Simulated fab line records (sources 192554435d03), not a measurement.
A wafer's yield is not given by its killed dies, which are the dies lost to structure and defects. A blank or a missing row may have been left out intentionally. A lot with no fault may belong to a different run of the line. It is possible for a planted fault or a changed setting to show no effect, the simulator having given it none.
Comparing a struck lot with a sound one / flow n5Finfet / 27 out of 1938 route steps
Sound: the wafers L115.2, L115.4, L115.6. Struck: wafer L123.5 (L123.3, L123.6, from the same lot, were not struck and are left out); the cause is given at the end.
At each step with rows: each side's tool, then ch and its chambers, then its first start. Under that, the readings that differ: sound wafers / struck wafers / difference of the means / sigmas: that difference in standard deviations of wafers without a fault.
alike: words and numbers the same on both sides, and readings whose means are apart by under 2 such deviations; not compared: readings that were withheld, readings missing a value for some wafer, numbers with overlapping values and no deviation given by the record, and bounds like >300 which may hide the same value.
The two part at a step that has a row with sigmas, a row that says differs or no value, or rows on one side only. Non-overlapping numbers with no deviation appear without sigmas and do not part them. A reading that every wafer of one side lacks parts them only if that side has two wafers or more.

first, 3 steps without rows for these wafers: N5_STI_FIN_REVEAL_ALD_14 (deposits Si3N4, target thk 3 nm); N5_STI_FIN_REVEAL_FCVD_FILL_01 (material SiO2 flowable, target thk 312 nm, time 512.2 s); N5_STI_FIN_REVEAL_DENSIFY_02 (time 1800 s).
N5_STI_FIN_REVEAL_CMP_04: polishes, stops on Si3N4, t overpolish 4 s, target thk 131.83 nm.
  sound on cmp-02 ch 0,3, day 4 07:18; struck on cmp-02 ch 1, day 6 04:56
reading=motorCurrentA (A); sound=6.5 6.9 6.6; struck=8.4; difference=+1.7; sigmas=+2
  alike: headPressurePsi, overpolishRunS, slurryFlowMlMin, timeToEndpointS
N5_STI_FIN_REVEAL_THK_MEAS_05:
  struck on filmMetro-02, day 6 05:09; sound on filmMetro-02, day 4 07:35
reading=thkNm (nm); sound=133.4 132.4 132.6; struck=128.7; difference=-4.1; sigmas=-3
N5_STI_FIN_REVEAL_DENSIFY_30:
  sound on rtpAnneal-02 ch 0, day 4 07:39; struck on rtpAnneal-02 ch 0, day 6 05:14
  alike: lampPowerPct
  not compared: wafer_temp_C_max
N5_STI_FIN_REVEAL_ETCHBACK_08: etches SiO2 in C4F6/O2, target depth 30.5 nm, time 10.167 s.
  sound on rieDiel-01 ch 0,2,3, day 4 07:50; struck on rieDiel-01 ch 2, day 6 05:24
  alike: chamberPressureMTorr, drypumpMotorCurrentA, mfcArSccm, oesProductAu, rfVppV, showerheadPlenumPTorr, throttleValvePct
  not compared: rfHoursCounterH
then, 5 steps without rows for these wafers: N5_STI_FIN_REVEAL_STRIP_24 (strips in N2/H2, time 90 s); N5_STI_FIN_REVEAL_PRECLEAN_25 (cleans in SPM, time 90 s); N5_STI_FIN_REVEAL_PRECLEAN_26 (cleans in SC1, time 45 s); N5_STI_FIN_REVEAL_PRECLEAN_29 (cleans in DHF, time 30 s); N5_STI_FIN_REVEAL_SRD_12 (time 30 s).
N5_STI_FIN_REVEAL_RECESS_09: chemistry HF/NH3, target SiO2, afs cycles 11, target depth 42.5 nm, sublimation time 60 s.
  sound on vaporEtch-02 ch 1, day 4 08:05; struck on vaporEtch-02 ch 0, day 6 06:11
reading=model.etch.depthNm (nm); sound=42.72 42.72 42.72; struck=35.44; difference=-7.28; sigmas=
  alike: drypumpMotorCurrentA
then, 2 steps without rows for these wafers: N5_STI_FIN_REVEAL_STRIP_16 (strips SiNx in H3PO4, target depth 23.8 nm); N5_STI_FIN_REVEAL_PRECLEAN_17 (cleans in NF3:NH3, afs cycles 1, time 20 s, sublimation time 60 s).
N5_STI_FIN_REVEAL_ETCH_34: etches Si in H2, material Si, target depth 0.97 nm.
  sound on rieSi-05 ch 1,2,3, day 4 10:43; struck on rieSi-02 ch 0, day 6 07:44
  alike: chamberPressureMTorr, drypumpMotorCurrentA, heBacksideLeakSccm, heFlowSccm, oesProductAu, throttleValvePct
  not compared: rfHoursCounterH
N5_STI_FIN_REVEAL_OXIDATION_31: chemistry O2 PLASMA REMOTE, time 20 s.
  sound on plasmaAsher-02 ch 0,1, day 4 10:46; struck on plasmaAsher-02 ch 0, day 6 07:53
reading=chamberPressureMTorr (mTorr); sound=1001.4 1001.2 999.0; struck=998.3; difference=-2.2; sigmas=-2
  alike: drypumpMotorCurrentA, heaterPowerW
  not compared: rfHoursCounterH
then, 6 steps without rows for these wafers: N5_STI_FIN_REVEAL_PRECLEAN_32 (cleans in NF3:NH3, afs cycles 1, time 20 s, sublimation time 60 s); N5_STI_FIN_REVEAL_STRIP_35 (strips Si3N4 in H3PO4, target depth 4 nm, time 39 s); N5_STI_FIN_REVEAL_SRD_21 (time 30 s); N5_STI_FIN_REVEAL_OXIDATION_33 (chemistry O2 PLASMA REMOTE, time 20 s); N5_STI_FIN_REVEAL_CLEAN_19 (cleans in O3/DIW, time 120 s); N5_STI_FIN_REVEAL_SRD_23 (time 30 s).
N5_STI_FIN_REVEAL_CD_MEAS_22: target cd 6.238 nm, pitch 28 nm.
  struck on cdSem-03, day 6 08:56; sound on cdSem-01, day 4 11:18
  alike: cdNm
N5_STI_FIN_REVEAL_FIN_H_MEAS_10:
  struck on ocd-02, day 6 08:58; sound on ocd-02, day 4 11:20
reading=trenchDepthNm (nm); sound=52.7 51.9 51.5; struck=44.9; difference=-7.1; sigmas=-11
then, 1 step without rows for these wafers: N5_STI_FIN_REVEAL_PRECLEAN_18 (cleans in SC2, time 45 s).
-- record jumps: 5 days separate the struck wafers' starts on either side; left off in module STI_FIN_REVEAL, taken up again in module BEOL_M4, whose first shown step is the route's number 1111 --
N5_BEOL_M4_RC_MEAS_101:
  sound on prober-01 ch 0, day 9 17:38; struck on prober-02 ch 0, day 11 14:20
  alike: DIBL_N, DIBL_P, IOFF_N, IOFF_P, ION_N, ION_P, SS_N, SS_P, VT_N, VT_P

== WHERE THEY PART ==
Last at N5_STI_FIN_REVEAL_FIN_H_MEAS_10 as far as this record goes, first at N5_STI_FIN_REVEAL_CMP_04. Later steps at which nothing parts them and some readings are alike: N5_BEOL_M4_RC_MEAS_101.

WHY: what the simulator had put in
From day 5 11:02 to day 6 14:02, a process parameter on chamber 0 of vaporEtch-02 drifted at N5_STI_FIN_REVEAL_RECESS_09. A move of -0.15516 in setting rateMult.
